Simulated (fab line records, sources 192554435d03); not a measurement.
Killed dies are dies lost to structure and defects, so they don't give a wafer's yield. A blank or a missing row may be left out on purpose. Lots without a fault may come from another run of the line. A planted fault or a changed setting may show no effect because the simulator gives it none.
fab line records | flow n5_finfet
record lots=11 wafers=33 last_day=19
route steps=1938 shown BEOL_M6@1240 BEOL_M7@1269 PASSIVATION@1936
lots that met no fault: from a run of the same line without faults
start_h: hours from the record's first day to the start of the lot's first wafer shown | wait_h: hours since the lot's step before | " the same as in the row above | L1.1+2: a row that stands for several wafers | - no value, or no start given | * or withheld: withheld | < > ~ a bound
route shown NAME@n: a module of which the file shows steps, and the number in the route of the first | usual: mean/standard deviation of fault-free wafers | same: alike in all rows | chamber/n: place in a boat | sites: the reading at each site | _std_site: their standard deviation | _edge_site: outer sites' mean less inner sites' | radius_mm: how far each site lies from the wafer's centre | mask NAME#n: copy n | behind: the tool/chamber that last shaped the wafer | hold: why the lot was held/for how many hours/how that ended | device: the transistor (n, p or np) that didn't switch | end of line: the same wafers' tests at the end of the route | a step without rows: its recipe alone | killed: dies lost to structure and defects at the first sort, not the wafer's yield | map: a wafer's dies, x killed, . not, _ none there
set.NAME: the setting as run; set.NAME@STEP: as run at that earlier step | model.NAME: the simulator's own value behind a step, which no gauge read
steps of the route over a sample of lots; a table a step, a row a wafer
services: from which hour (start_h, from the record's first day; less than 0 if before it) a tool's chamber was out of use, for how many hours, and why
## steps
# step N5_BEOL_M6_ETCH_41
# recipe chemistry=CH3F/O2 target=SiCN target_depth_a=297 taper_deg=2 time_s=52 ion_energy_ev=120 mask_material=TiN pressure_mtorr=30 source_w=395 bias_w=75 Ar_flow_sccm=150 CH3F_flow_sccm=30 O2_flow_sccm=20
# usual drypump_motor_current_A=5.49/0.3 oes_product_au=0.80/0.097 rf_vpp_V=297.4/1.5 showerhead_plenum_p_Torr=2.00/0.073 throttle_valve_pct=16.21/0.24
# columns lot.wafer tool chamber start_h wait_h drypump_motor_current_A oes_product_au rf_hours_counter_h rf_vpp_V showerhead_plenum_p_Torr throttle_valve_pct
L919.3 rie_diel-03 2 - - 4.89 0.91 29 299.9 2.14 16.33
L919.4 " 3 " " 5.45 0.84 65 297.4 2.01 16.20
L919.6 " 1 " " 5.85 0.66 - 297.2 2.07 16.66
L922.4 rie_diel-01 1 - - 5.61 0.67 - 294.9 1.88 16.35
L922.5 " 3 " " 5.27 0.84 - 296.3 1.93 16.09
L922.6 " 0 " " 5.32 0.69 - 298.2 2.05 16.39
L924.1 rie_diel-03 2 - - 4.93 0.88 45 300.6 2.13 16.35
L924.4 " 1 " " 5.84 0.96 6 299.5 2.06 16.24
L924.5 " 1 " " 5.83 0.96 - 298.3 2.06 16.24
L921.3 rie_diel-04 2 - - 5.40 0.92 26 296.7 1.96 15.82
L921.4 " 3 " " 5.22 0.72 203 298.0 1.97 16.30
L921.5 " 2 " " 5.41 0.92 - 297.4 1.95 15.84
L926.1 rie_diel-03 1 - - 5.86 0.95 9 299.4 2.06 16.24
L926.2 " 3 " " 5.44 0.80 85 298.4 2.01 16.25
L926.6 " 0 " " 5.85 0.86 - 298.9 2.03 15.79
L931.1 rie_diel-04 3 - - 5.22 0.71 213 295.4 1.97 16.32
L931.2 " 0 " " 5.52 0.68 256 296.8 1.97 16.40
L931.4 " 3 " " 5.20 0.71 - 297.0 1.97 16.32
L928.2 rie_diel-03 1 - - 5.84 0.93 22 298.2 2.06 16.27
L928.3 " 3 " " 5.43 0.80 97 295.4 2.00 16.28
L928.4 " 2 " " 4.95 0.85 61 298.8 2.13 16.39
L933.1 rie_diel-03 0 - - 5.84 0.84 57 298.2 2.03 15.81
L933.2 " 3 " " 5.44 0.78 105 298.0 2.00 16.29
L933.3 " 2 " " 4.94 0.85 69 300.7 2.13 16.40
L938.2 rie_diel-03 0 - - 5.83 0.84 62 297.3 2.03 15.83
L938.4 " 3 " " 5.42 0.78 111 298.0 2.00 16.30
L938.6 " 0 " " 5.85 0.84 - 299.2 2.03 15.83
L934.1 rie_diel-04 3 - - 5.19 0.69 241 297.1 1.96 16.38
L934.2 " 1 " " 5.90 0.95 5 299.7 2.14 16.04
L934.4 " 2 " " 5.40 0.88 50 296.8 1.95 15.88
L936.3 rie_diel-04 0 - - 5.54 0.92 16 296.9 1.97 15.91
L936.4 " 3 " " 5.23 0.68 243 296.9 1.96 16.38
L936.5 " 0 " " 5.53 0.93 - 295.6 1.97 15.90
# step N5_BEOL_M6_CURE_75
# recipe temp_c=370 time_s=120 ambient=DMADMS/He material=SiCOH_lowk
# usual lamp_power_pct=52.32/0.054 wafer_temp_C_max=371.7/0.59
# columns lot.wafer tool chamber start_h wait_h lamp_power_pct wafer_temp_C_max
L919.3 uv_cure-01 0 217.56 0.1 52.31 371.8
L919.4 " 0 " " 52.31 372.8
L919.6 " 0 " " 52.32 372.0
L922.4 uv_cure-02 0 255.58 0.3 52.33 371.3
L922.5 " 0 " " 52.30 371.9
L922.6 " 0 " " 52.31 371.1
L924.1 uv_cure-01 2 257.61 0.0 52.40 372.0
L924.4 " 2 " " 52.36 371.5
L924.5 " 2 " " 52.35 372.7
L921.3 uv_cure-01 0 258.81 0.1 52.27 372.2
L921.4 " 0 " " 52.31 372.7
L921.5 " 0 " " 52.38 373.0
L926.1 uv_cure-02 0 267.82 0.0 52.30 371.2
L926.2 " 0 " " 52.40 371.7
L926.6 " 0 " " 52.34 371.0
L931.1 uv_cure-01 2 282.42 0.3 52.39 372.3
L931.2 " 2 " " 52.26 371.9
L931.4 " 2 " " 52.30 372.1
L928.2 uv_cure-01 2 304.77 0.1 52.34 372.3
L928.3 " 2 " " 52.31 372.2
L928.4 " 2 " " 52.28 372.6
L933.1 uv_cure-02 2 332.47 0.0 52.33 371.8
L933.2 " 2 " " 52.30 372.2
L933.3 " 2 " " 52.22 371.7
L938.2 uv_cure-03 1 349.94 0.1 52.28 371.4
L938.4 " 1 " " 52.27 371.8
L938.6 " 1 " " 52.24 370.9
L934.1 uv_cure-02 1 353.28 0.0 52.32 372.2
L934.2 " 1 " " 52.28 371.7
L934.4 " 1 " " 52.23 371.4
L936.3 uv_cure-03 1 360.86 0.1 52.29 371.5
L936.4 " 1 " " 52.25 371.5
L936.5 " 1 " " 52.26 371.1
# step N5_BEOL_M7_COAT_60
# recipe resist=SiARC temp_c=220 time_s=60 spin_rpm=1500 resist_thk_nm=35
# usual spin_speed_rpm=1500.2/1
# columns lot.wafer tool chamber start_h wait_h spin_speed_rpm
L919.3 litho_track-05 0 221.99 - 1500.6
L919.4 " 0 " " 1500.1
L919.6 " 0 " " 1500.8
L922.4 litho_track-02 0 259.54 - 1500.8
L922.5 " 0 " " 1501.8
L922.6 " 0 " " 1501.0
L924.1 litho_track-03 0 263.04 - 1500.6
L924.4 " 0 " " 1499.8
L924.5 " 0 " " 1499.7
L921.3 litho_track-03 0 263.92 - 1500.3
L921.4 " 0 " " 1500.4
L921.5 " 0 " " 1500.3
L926.1 litho_track-02 0 270.63 - 1499.7
L926.2 " 0 " " 1499.1
L926.6 " 0 " " 1499.9
L931.1 litho_track-03 0 287.61 - 1500.7
L931.2 " 0 " " 1499.6
L931.4 " 0 " " 1499.9
L928.2 litho_track-02 0 309.81 - 1546.0
L928.3 " 0 " " 1544.7
L928.4 " 0 " " 1543.7
L933.1 litho_track-02 0 336.54 - 1544.9
L933.2 " 0 " " 1546.0
L933.3 " 0 " " 1546.1
L938.2 litho_track-03 0 356.93 - 1500.4
L938.4 " 0 " " 1500.5
L938.6 " 0 " " 1500.8
L934.1 litho_track-03 0 357.49 - 1500.9
L934.2 " 0 " " 1501.1
L934.4 " 0 " " 1501.2
L936.3 litho_track-05 0 366.10 - 1500.4
L936.4 " 0 " " 1500.5
L936.5 " 0 " " 1500.5
# step N5_BEOL_M7_DESCUM_16
# recipe chemistry=O2 time_s=7.9 source_power_w=50 bias_power_w=20 pressure_mtorr=20 rf_frequency_hz=2.712e+07 temp_c=40 resist=CAR-ArF o2_flow_sccm=225
# usual drypump_motor_current_A=6.0/0.48 oes_product_au=0.76/0.093 rf_vpp_V=242.8/1.3 showerhead_plenum_p_Torr=2.07/0.066 throttle_valve_pct=20.45/0.26
# columns lot.wafer tool chamber start_h wait_h drypump_motor_current_A oes_product_au rf_hours_counter_h rf_vpp_V showerhead_plenum_p_Torr throttle_valve_pct
L919.3 rie_diel-05 2 222.76 0.5 6.7 0.70 242 241.2 2.07 20.46
L919.4 " 3 " " 5.2 0.73 207 242.4 2.08 20.45
L919.6 " 1 " " 5.8 0.69 - 240.3 1.97 20.61
L922.4 rie_diel-06 2 260.00 0.0 6.7 0.69 240 241.8 1.98 20.70
L922.5 " 2 " " 6.7 0.69 - 240.4 1.98 20.69
L922.6 " 3 " " 5.6 0.71 - 243.9 2.17 20.72
L924.1 rie_diel-05 0 263.52 0.1 6.0 0.89 31 243.7 2.13 19.96
L924.4 " 1 " " 5.7 0.69 - 241.1 1.97 20.63
L924.5 " 3 " " 5.2 0.71 - 242.4 2.07 20.46
L921.3 rie_diel-05 3 264.38 0.0 5.2 0.72 220 244.0 2.07 20.47
L921.4 " 1 " " 5.7 0.69 - 242.6 1.97 20.65
L921.5 " 0 " " 6.0 0.88 - 243.3 2.13 19.97
L926.1 rie_diel-02 1 271.13 0.1 5.7 0.70 200 245.6 2.17 20.53
L926.2 " 0 " " 6.5 0.72 175 243.7 2.08 20.77
L926.6 " 3 " " 6.5 0.77 - 241.5 2.01 20.69
L931.1 rie_diel-05 0 288.10 0.1 5.9 0.87 40 243.6 2.13 19.98
L931.2 " 1 " " 5.7 0.68 237 240.6 1.97 20.66
L931.4 " 2 " " 6.7 0.95 7 242.1 2.07 20.13
L928.2 rie_diel-06 3 310.16 0.0 5.6 0.70 202 243.5 2.17 20.71
L928.3 " 1 " " 5.8 0.74 177 241.9 2.01 20.23
L928.4 " 1 " " 5.8 0.75 - 241.8 2.01 20.23
L933.1 rie_diel-05 3 336.99 0.0 5.2 0.69 244 241.2 2.06 20.52
L933.2 " 2 " " 6.7 0.90 21 242.0 2.06 20.14
L933.3 " 0 " " 6.0 0.85 55 243.1 2.12 20.00
L938.2 rie_diel-02 2 357.43 0.1 5.9 0.96 9 241.3 2.05 20.22
L938.4 " 0 " " 6.6 0.69 202 242.8 2.08 20.80
L938.6 " 3 " " 6.6 0.73 - 241.0 2.00 20.74
L934.1 rie_diel-06 0 357.95 0.0 6.4 0.84 82 244.7 2.12 20.26
L934.2 " 1 " " 5.8 0.73 191 241.7 2.00 20.22
L934.4 " 2 " " 6.7 0.95 - 245.6 2.24 20.45
L936.3 rie_diel-02 1 366.43 0.0 5.7 0.67 228 245.5 2.16 20.53
L936.4 " 2 " " 5.9 0.94 12 240.8 2.05 20.21
L936.5 " 1 " " 5.7 0.67 - 245.5 2.16 20.55
# step N5_PASSIVATION_PROBE_49
# usual defect_limited_yield=91.3/1.4 killed_at_M0_to_M3=33/11 killed_at_M4_up=15/6.2 killed_at_contacts=13/6.5 killed_at_front_end=38/11 killed_at_other=3.4/2.6 killed_dies=102/17 killed_open=67/12 killed_short=34/7.9 sort_bin_4_leakage=0.00/0.022 sort_bin_5_function=5.1/0.88 sort_bin_6_memory=3.3/0.65 sort_n_pass=1078/17 sort_yield_pct=91.3/1.4
# same gross_dies=1180 killed_at_back_side=0 sort_bin_8_speed[%]=0
# columns lot.wafer tool chamber start_h wait_h defect_limited_yield[%] killed_at_M0_to_M3 killed_at_M4_up killed_at_contacts killed_at_front_end killed_at_other killed_dies killed_open killed_short sort_bin_4_leakage[%] sort_bin_5_function[%] sort_bin_6_memory[%] sort_n_pass sort_yield_pct[%]
L919.3 prober-02 - 310.72 0.1 88.6 73 15 13 30 3 134 84 47 0 6.6 4.3 1046 88.6
L919.4 prober-02 - 310.77 0.2 89.5 53 10 20 38 3 124 70 51 0 5.9 4.1 1056 89.5
L919.6 prober-02 - 310.87 0.3 92.6 33 12 8 30 4 87 61 25 0 4.2 2.9 1093 92.6
L924.1 prober-02 - 340.67 0.3 89.9 36 11 11 60 1 119 70 45 0 6.2 3.4 1061 89.9
L924.4 prober-02 - 340.82 0.5 89.7 43 5 8 57 9 122 68 47 0 5.0 4.7 1058 89.7
L924.5 prober-02 - 340.87 0.5 91.0 28 13 8 55 2 106 70 31 0 4.7 3.6 1074 91.0
L931.1 prober-01 - 369.30 0.0 93.1 21 17 3 41 0 82 45 34 0 4.1 2.7 1098 93.1
L931.2 prober-01 - 369.35 0.1 91.2 34 10 9 48 3 104 65 37 0 5.8 2.7 1076 91.2
L931.4 prober-01 - 369.45 0.2 90.2 23 16 11 63 3 116 74 42 0 5.3 4.0 1064 90.2
L928.2 prober-02 - 388.89 0.1 93.9 25 9 5 29 4 72 40 28 0 4.0 2.1 1108 93.9
L928.3 prober-02 - 388.94 0.1 92.0 30 18 18 25 3 94 64 29 0 4.7 3.0 1086 92.0
L928.4 prober-02 - 388.99 0.2 92.3 31 6 17 36 1 91 63 28 0 4.3 3.2 1089 92.3
L933.1 prober-02 - 420.13 0.0 89.8 40 22 7 50 1 120 75 41 0.08 6.4 3.1 1059 89.7
L933.2 prober-02 - 420.18 0.1 90.3 34 20 9 47 4 114 66 46 0 6.1 3.1 1066 90.3
L933.3 prober-02 - 420.23 0.1 90.8 38 27 14 29 0 108 68 37 0 5.4 3.4 1072 90.8
L938.2 prober-01 - 449.98 0.1 90.9 34 16 8 43 6 107 74 33 0 5.1 3.8 1073 90.9
L938.4 prober-01 - 450.08 0.2 91.0 42 14 18 29 3 106 72 34 0 4.7 4.1 1074 91.0
L938.6 prober-01 - 450.18 0.3 90.7 32 25 5 39 9 110 67 43 0 6.0 3.1 1070 90.7
L936.3 prober-02 - 455.84 0.1 94.4 27 9 6 22 2 66 41 25 0 3.1 2.5 1114 94.4
L936.4 prober-02 - 455.89 0.2 93.6 26 14 4 31 1 76 52 24 0 3.7 2.6 1104 93.6
L936.5 prober-02 - 455.94 0.2 93.7 24 22 6 22 0 74 43 31 0 3.6 2.5 1106 93.7
# killed by level:class
L919.3 BEOL_M0_SAQP:geometric_particle:open=19 BEOL_M0_SAQP:geometric_particle:short=14 BEOL_M2:geometric_particle:open=12 MOL_CONTACT_COAG:geometric_particle:open=11 BEOL_M1:geometric_particle:open=11 BEOL_M4:geometric_particle:short=7 BEOL_M3:geometric_particle:open=6 BEOL_M4:geometric_particle:open=6
L919.4 MOL_CONTACT_COAG:geometric_particle:open=18 BEOL_M2:geometric_particle:open=13 FIN_SAQP:geometric_particle:short=8 BEOL_M0_SAQP:geometric_particle:short=7 BEOL_M0_SAQP:geometric_particle:open=6 BEOL_M2:geometric_particle:short=6 STI_FIN_REVEAL:geometric_particle:open=5 GATE_CUT:geometric_particle:short=5
L919.6 STI_FIN_REVEAL:geometric_particle:open=12 BEOL_M0_SAQP:geometric_particle:short=9 MOL_CONTACT_COAG:geometric_particle:open=7 BEOL_M0_SAQP:geometric_particle:open=7 BEOL_M2:geometric_particle:open=6 BEOL_M4:geometric_particle:open=5 BEOL_M1:geometric_particle:open=4 FIN_SAQP:geometric_particle:short=3
L924.1 FIN_SAQP:geometric_particle:short=18 FIN_SAQP:geometric_particle:open=13 STI_FIN_REVEAL:geometric_particle:open=11 BEOL_M0_SAQP:geometric_particle:open=10 BEOL_M0_SAQP:geometric_particle:short=8 MOL_CONTACT_COAG:geometric_particle:open=7 BEOL_M2:geometric_particle:open=5 GATE_CUT:geometric_particle:short=4
L924.4 FIN_SAQP:geometric_particle:short=19 FIN_SAQP:geometric_particle:open=12 BEOL_M1:geometric_particle:open=12 BEOL_M0_SAQP:geometric_particle:short=10 STI_FIN_REVEAL:geometric_particle:open=8 BEOL_M3:geometric_particle:open=8 MOL_CONTACT_COAG:geometric_particle:open=7 BEOL_M0_SAQP:geometric_particle:open=6
L924.5 FIN_SAQP:geometric_particle:open=16 STI_FIN_REVEAL:geometric_particle:open=10 FIN_SAQP:geometric_particle:short=9 BEOL_M1:geometric_particle:open=9 MOL_CONTACT_COAG:geometric_particle:open=6 BEOL_M0_SAQP:geometric_particle:open=6 BEOL_M5:geometric_particle:open=6 DUMMY_GATE:geometric_particle:open=4
L931.1 FIN_SAQP:geometric_particle:short=6 BEOL_M3:geometric_particle:open=6 STI_FIN_REVEAL:geometric_particle:open=5 FIN_SAQP:geometric_particle:open=4 STI_FIN_REVEAL:geometric_particle:short=4 ILD0:geometric_particle:short=4 BEOL_M0_SAQP:geometric_particle:short=4 BEOL_M6:geometric_particle:open=4
L931.2 STI_FIN_REVEAL:geometric_particle:open=14 BEOL_M0_SAQP:geometric_particle:open=11 BEOL_M0_SAQP:geometric_particle:short=9 MOL_CONTACT_COAG:geometric_particle:open=8 GATE_CUT:geometric_particle:short=6 GATE_CUT:geometric_particle:open=5 FIN_SAQP:geometric_particle:short=4 DUMMY_GATE:geometric_particle:open=4
L931.4 FIN_SAQP:geometric_particle:open=11 FIN_SAQP:geometric_particle:short=10 GATE_CUT:geometric_particle:short=10 BEOL_M3:geometric_particle:open=9 MOL_CONTACT_COAG:geometric_particle:open=9 DUMMY_GATE:geometric_particle:open=8 BEOL_M4:geometric_particle:open=7 STI_FIN_REVEAL:geometric_particle:open=6
L928.2 FIN_SAQP:geometric_particle:short=10 FIN_SAQP:geometric_particle:open=8 BEOL_M0:geometric_particle:short=7 DUMMY_GATE:geometric_particle:open=4 BEOL_M0:geometric_particle:open=4 MOL_CONTACT_COAG:geometric_particle:open=3 BEOL_M3:geometric_particle:open=3 BEOL_M0_SAQP:geometric_particle:open=3
L928.3 MOL_CONTACT_COAG:geometric_particle:open=16 BEOL_M2:geometric_particle:open=9 BEOL_M0_SAQP:geometric_particle:open=8 DUMMY_GATE:geometric_particle:open=7 BEOL_M4:geometric_particle:open=7 BEOL_M0_SAQP:geometric_particle:short=5 FIN_SAQP:geometric_particle:short=4 FIN_SAQP:geometric_particle:open=3
L928.4 MOL_CONTACT_COAG:geometric_particle:open=15 FIN_SAQP:geometric_particle:open=14 BEOL_M2:geometric_particle:open=10 FIN_SAQP:geometric_particle:short=8 BEOL_M1:geometric_particle:open=6 STARTING-WAFER:geometric_particle:short=5 BEOL_M0_SAQP:geometric_particle:short=4 BEOL_M3:geometric_particle:open=4
L933.1 BEOL_M4:geometric_particle:open=15 GATE_CUT:geometric_particle:short=13 FIN_SAQP:geometric_particle:short=11 BEOL_M0_SAQP:geometric_particle:open=11 BEOL_M2:geometric_particle:open=9 DUMMY_GATE:geometric_particle:open=8 BEOL_M3:geometric_particle:open=7 FIN_SAQP:geometric_particle:open=6
L933.2 FIN_SAQP:geometric_particle:short=17 BEOL_M4:geometric_particle:open=11 BEOL_M3:geometric_particle:open=8 FIN_SAQP:geometric_particle:open=7 BEOL_M0_SAQP:geometric_particle:short=7 MOL_CONTACT_COAG:geometric_particle:open=7 GATE_CUT:geometric_particle:short=6 DUMMY_GATE:geometric_particle:open=6
L933.3 MOL_CONTACT_COAG:geometric_particle:open=12 BEOL_M0_SAQP:geometric_particle:short=11 BEOL_M2:geometric_particle:open=9 BEOL_M0_SAQP:geometric_particle:open=6 FIN_SAQP:geometric_particle:open=5 FIN_SAQP:geometric_particle:short=5 DUMMY_GATE:geometric_particle:open=5 BEOL_M4:geometric_particle:open=5
L938.2 FIN_SAQP:geometric_particle:short=11 BEOL_M2:geometric_particle:open=11 FIN_SAQP:geometric_particle:open=9 MOL_CONTACT_COAG:geometric_particle:open=7 BEOL_M4:geometric_particle:open=7 STI_FIN_REVEAL:geometric_particle:open=5 BEOL_M3:geometric_particle:open=5 BEOL_M1:geometric_particle:open=5
L938.4 MOL_CONTACT_COAG:geometric_particle:open=14 BEOL_M3:geometric_particle:open=13 DUMMY_GATE:geometric_particle:open=9 BEOL_M2:geometric_particle:open=7 BEOL_M1:geometric_particle:open=5 FIN_SAQP:geometric_particle:short=4 GATE_CUT:geometric_particle:short=4 MOL_CONTACT_COAG:geometric_particle:short=4
L938.6 DUMMY_GATE:geometric_particle:open=9 FIN_SAQP:geometric_particle:short=8 BEOL_M4:geometric_particle:open=8 BEOL_M2:geometric_particle:open=8 FIN_SAQP:geometric_particle:open=7 BEOL_M2:geometric_particle:short=6 GATE_CUT:geometric_particle:short=5 MOL_CONTACT_COAG:geometric_particle:open=5
L936.3 BEOL_M2:geometric_particle:open=7 GATE_CUT:geometric_particle:short=6 BEOL_M3:geometric_particle:open=6 BEOL_M1:geometric_particle:open=5 MOL_CONTACT_COAG:geometric_particle:open=4 FIN_SAQP:geometric_particle:open=3 BEOL_M0_SAQP:geometric_particle:short=3 BEOL_M4:geometric_particle:open=3
L936.4 BEOL_M1:geometric_particle:open=10 FIN_SAQP:geometric_particle:open=6 DUMMY_GATE:geometric_particle:open=6 STARTING-WAFER:geometric_particle:short=6 BEOL_M4:geometric_particle:open=4 BEOL_M3:geometric_particle:open=4 STARTING-WAFER:geometric_particle:open=4 DUMMY_GATE:geometric_particle:short=3
L936.5 BEOL_M4:geometric_particle:open=10 FIN_SAQP:geometric_particle:short=8 BEOL_M0_SAQP:geometric_particle:short=5 BEOL_M0_SAQP:geometric_particle:open=4 BEOL_M1:geometric_particle:open=4 BEOL_M3:geometric_particle:open=4 BEOL_M7:geometric_particle:open=4 GATE_CUT:geometric_particle:short=3
## services
# columns tool chamber start_h hours kind
uv_cure-02 - 195.46 1.0 pm
rie_diel-05 1 198.10 1.3 repair
uv_cure-01 - 213.00 2.1 pm
rie_diel-06 3 216.58 5.0 repair
rie_diel-03 1 218.97 - clean
rie_diel-03 1 218.97 - consumable_replace:focus_ring
rie_diel-03 1 218.97 17.2 scheduled_down
rie_diel-03 1 218.97 17.2 vent_cycle
rie_diel-04 1 232.60 8.5 repair
rie_diel-01 3 236.72 4.0 repair
rie_diel-06 1 240.99 8.6 repair
rie_diel-05 2 250.56 - clean
rie_diel-05 2 250.56 - consumable_replace:focus_ring
rie_diel-05 2 250.56 17.4 scheduled_down
rie_diel-05 2 250.56 17.4 vent_cycle
rie_diel-04 2 262.52 29.1 repair
uv_cure-03 - 270.70 6.0 pm
uv_cure-03 - 277.73 9.2 repair
rie_diel-03 0 285.15 18.7 repair
rie_diel-06 1 319.92 6.7 repair
rie_diel-06 3 357.07 4.4 repair
uv_cure-02 - 358.39 5.2 repair
rie_diel-03 2 360.21 3.0 repair
rie_diel-05 2 361.93 29.1 repair
## key
first_sign step=N5_BEOL_M7_COAT_60 reading=spin_speed_rpm direction=up sigmas=43 usual=* struck=*
effect none on later readings
met_at N5_BEOL_M7_COAT_60
struck_lots L928,L933
not_acting_at N5_BEOL_M6_ETCH_41,N5_BEOL_M6_CURE_75,N5_BEOL_M7_DESCUM_16
onset_between 270.63 309.81
fault kind=process_parameter_drift tool=litho_track-02 chamber=- onset_h=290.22 steps=N5_BEOL_M7_COAT_60 channel=spin_rpm offset=* shape=step end_h=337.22 acts_in=* stated=*
